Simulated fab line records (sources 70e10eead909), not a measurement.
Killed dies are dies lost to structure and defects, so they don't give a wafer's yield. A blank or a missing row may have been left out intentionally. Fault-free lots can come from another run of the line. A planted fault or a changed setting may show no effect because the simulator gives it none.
Matching of chambers -- flow nand_harc -- NHARC_A_STAIRCASE_TRIM_20 on rie_diel-13: 4 sister chambers
The step chemistry O2, time 211.2 s. 8 wafers are shown with their chamber, then 7 later ones without.

## WAFERS, EACH WITH ITS CHAMBER
wafer,chamber,showerhead_plenum_p_Torr (Torr),drypump_motor_current_A (A)
L075.2,0,3.51,6.2
L079.2,0,3.51,6.3
L078.4,2,3.37,5.3
L078.6,2,3.37,5.3
L080.4,1,3.30,6.3
L080.6,3,3.65,5.4
L087.2,3,3.64,5.4
L087.3,1,3.30,6.3

## WAFERS WHOSE CHAMBER IS MISSING
wafer,showerhead_plenum_p_Torr (Torr),drypump_motor_current_A (A)
L087.4,3.49,6.3
L092.1,3.49,6.2
L092.3,3.63,5.4
L092.5,3.35,5.3
L093.3,3.63,5.4
L093.4,3.35,5.3
L093.5,3.49,6.2

## WHICH CHAMBER EACH ONE RAN IN
wafer,from the rows above,in truth
L087.4,0,0
L092.1,0,0
L092.3,3,3
L092.5,2,2
L093.3,3,3
L093.4,2,2
L093.5,0,0
Correct placement for 7 of the 7. Can't be placed from these rows: 0. Wrongly placed: 0.
How it was worked out, from the rows above alone: a wafer's distance from a chamber is the root of the sum, over the readings, of the square of ((its reading less the chamber's mean) divided by the reading's scatter). The wafer belongs to the nearest chamber; if the next one is less than 2 further off, it can't be placed. For every chamber, the mean is computed from those of its wafers that are shown. The scatter: take each reading less its chamber's mean, square it, sum over the shown wafers, divide by the number of wafers less the number of chambers, and take the root.
